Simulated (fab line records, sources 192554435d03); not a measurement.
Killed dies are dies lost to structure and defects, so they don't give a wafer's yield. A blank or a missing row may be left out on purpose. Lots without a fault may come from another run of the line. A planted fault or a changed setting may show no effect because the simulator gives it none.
A struck lot beside a sound one | flow n5_finfet | 38 steps out of a route of 1938
Sound: wafers L264.1, L264.4, L264.6. Struck: wafer L268.3. (L268.2 of the same lot was not struck and is left out.) The cause comes at the end.
At each step with rows: each side's tool, then ch and its chambers, then its first start. Under that, the readings that differ: sound wafers | struck wafers | difference of the means | sigmas: that difference in standard deviations of wafers without a fault.
alike: readings whose means differ by less than 2 such deviations, and words and numbers that are the same on both sides. not compared: withheld readings, readings that some wafer has no value for, bounds like >300 that may hide the same value, and numbers for which the record gives no deviation and whose values overlap.
The two part at a step that has a row with sigmas, a row that says differs or no value, or rows on one side only. Numbers that don't overlap but have no deviation are shown without sigmas and don't part them. A reading that every wafer of one side lacks parts them only if that side has two wafers or more.

first, 11 steps without rows for these wafers: N5_WELL_APT_RTA_34 (time 10 s); N5_WELL_APT_OXIDE_STRIP_42 (strips SiO2 in dHF, time 45 s, target depth 12 nm); N5_WELL_APT_PRECLEAN_36 (cleans in O3/DIW, time 45 s); N5_WELL_APT_PRECLEAN_39 (cleans in dHF, time 60 s); N5_WELL_APT_SRD_37 (time 30 s); N5_WELL_APT_EPI_41 (deposits Si from SiH4/H2, target thk 50 nm, time 297.7 s); N5_PMOS_HMC_CHANNEL_EPI_HM_DEP_34 (deposits SiO2 from TEOS/O2, target thk 36 nm, time 6.9 s); N5_PMOS_HMC_CHANNEL_EPI_COAT_31 (time 60 s, resist thk 66 nm); N5_PMOS_HMC_CHANNEL_EPI_COAT_03 (resist thk 205 nm); N5_PMOS_HMC_CHANNEL_EPI_EBR_05; N5_PMOS_HMC_CHANNEL_EPI_SOFTBAKE_04 (time 60 s).
N5_PMOS_HMC_CHANNEL_EPI_EXPOSE_06: exposes mask PMOS HMC BLK, target cd 240 nm.
  sound on arfi_scanner-01 ch 0, day 3 11:23; struck on arfi_scanner-01 ch 0, day 4 11:19
  alike: mask
then, 2 steps without rows for these wafers: N5_PMOS_HMC_CHANNEL_EPI_PEB_07 (peb time 60 s); N5_PMOS_HMC_CHANNEL_EPI_DEVELOP_08 (develop time 30 s).
N5_PMOS_HMC_CHANNEL_EPI_CD_MEAS_09: target cd 237.4 nm.
  sound on cd_sem-02 ch 0, day 3 11:30; struck on cd_sem-01 ch 0, day 4 11:26
  reading    | sound             | struck | difference | sigmas
  cd_nm (nm) | 237.6 237.1 237.3 | 293.8  | +56.5      | +68
N5_PMOS_HMC_CHANNEL_EPI_DESCUM_14: chemistry O2, time 7.9 s.
  sound on rie_diel-04 ch 0,3, day 3 11:42; struck on rie_diel-01 ch 0, day 4 11:32
  reading                               | sound             | struck | difference | sigmas
  oes_product_au (a.u.)                 | 0.68 0.69 0.69    | 0.88   | +0.19      | +2
  throttle_valve_pct (%)                | 20.58 20.55 20.55 | 20.20  | -0.36      | -2
  model.PMOS_HMC_CHANNEL_EPI.cd_nm (nm) | 237.6 237.1 237.4 | 293.7  | +56.3      |
  alike: drypump_motor_current_A, rf_vpp_V, showerhead_plenum_p_Torr
  not compared: rf_hours_counter_h
then, 5 steps without rows for these wafers: N5_PMOS_HMC_CHANNEL_EPI_ETCH_32 (etches BARC in N2/H2, stops on SiO2, target depth 85.8 nm, time 50.3 s); N5_PMOS_HMC_CHANNEL_EPI_HM_OPEN_15 (chemistry CHF3/O2, target SiO2, target depth 40.6 nm, time 20.3 s); N5_PMOS_HMC_CHANNEL_EPI_STRIP_33 (strips in N2/H2); N5_PMOS_HMC_CHANNEL_EPI_STRIP_17 (strips in SPM, time 750 s); N5_PMOS_HMC_CHANNEL_EPI_ETCH_38 (etches SiO2 in CF4, target depth 1.5 nm).
N5_PMOS_HMC_CHANNEL_EPI_FIN_RECESS_16: chemistry HBr/Cl2, target Si, target depth 54 nm, time 18 s.
  sound on rie_si-02 ch 0,1,3, day 3 12:10; struck on rie_si-01 ch 3, day 4 11:59
  reading                               | sound             | struck | difference | sigmas
  he_backside_leak_sccm (sccm)          | 2.5 2.9 2.9       | 3.5    | +0.7       | +2
  model.PMOS_HMC_CHANNEL_EPI.cd_nm (nm) | 239.7 239.8 240.3 | 295.7  | +55.8      |
  alike: drypump_motor_current_A, oes_product_au, throttle_valve_pct
  not compared: rf_hours_counter_h
then, 14 steps without rows for these wafers: N5_PMOS_HMC_CHANNEL_EPI_PRECLEAN_36 (cleans in O3/DIW, time 45 s); N5_PMOS_HMC_CHANNEL_EPI_PRECLEAN_18 (cleans in DHF, time 30 s); N5_PMOS_HMC_CHANNEL_EPI_SRD_19 (time 30 s); N5_PMOS_HMC_CHANNEL_EPI_EPI_20 (deposits SiGe30, target thk 59 nm); N5_PMOS_HMC_CHANNEL_EPI_HM_STRIP_35 (strips SiO2 in dHF, material SiO2, target depth 39.6 nm, time 216 s); N5_PMOS_HMC_CHANNEL_EPI_SRD_39 (time 30 s); N5_PMOS_HMC_CHANNEL_EPI_CMP_21 (polishes SiGe30, target thk 54 nm); N5_PMOS_HMC_CHANNEL_EPI_PRECLEAN_40 (cleans in DHF, time 30 s); N5_PMOS_HMC_CHANNEL_EPI_PRECLEAN_37 (cleans in O3/DIW, time 45 s); N5_PMOS_HMC_CHANNEL_EPI_PRECLEAN_24 (cleans in DHF, time 30 s); N5_PMOS_HMC_CHANNEL_EPI_SRD_25 (time 30 s); N5_PMOS_HMC_CHANNEL_EPI_EPI_26 (deposits Si from SiH4/H2, target thk 3.8 nm, time 22.7 s); N5_FIN_SAQP_PRECLEAN_42 (cleans in O3/DIW, time 60 s); N5_FIN_SAQP_PRECLEAN_00 (cleans in SC1, time 60 s).
N5_BEOL_M4_RC_MEAS_101:
  the record has rows for the sound wafers here (prober-02 ch 0, day 10 18:22) and none for the struck ones
-- the record jumps here: 12 days lie between the struck wafers' starts before and after (it left off in module BEOL_M4 and takes up again in module PASSIVATION, whose first step shown is number 1936 of the route) --
N5_PASSIVATION_PROBE_49:
  sound on prober-02, day 15 16:13; struck on prober-02, day 16 22:08
  reading                  | sound          | struck | difference | sigmas
  defect_limited_yield (%) | 92.8 90.6 91.7 | 7.8    | -83.9      | -65
  killed_at_front_end      | 29 40 41       | 1046   | +1009      | +92
  killed_dies              | 85 111 98      | 1088   | +990       | +66
  killed_on_rim            | 5 18 20        | 109    | +95        | +24
  sort_bin_6_memory (%)    | 2.5 3.6 3.3    | 1.9    | -1.2       | -2
  sort_n_pass              | 1095 1069 1082 | 92     | -990       | -66
  sort_yield_pct (%)       | 92.8 90.6 91.7 | 7.8    | -83.9      | -65
  alike: killed_at_M0_to_M3, killed_at_M4_up, killed_at_contacts, killed_at_other, killed_open, killed_short, sort_bin_5_function

WHERE THEY PART
First at N5_PMOS_HMC_CHANNEL_EPI_CD_MEAS_09; last, within this record, at N5_PASSIVATION_PROBE_49.

WHY: what the simulator had put in
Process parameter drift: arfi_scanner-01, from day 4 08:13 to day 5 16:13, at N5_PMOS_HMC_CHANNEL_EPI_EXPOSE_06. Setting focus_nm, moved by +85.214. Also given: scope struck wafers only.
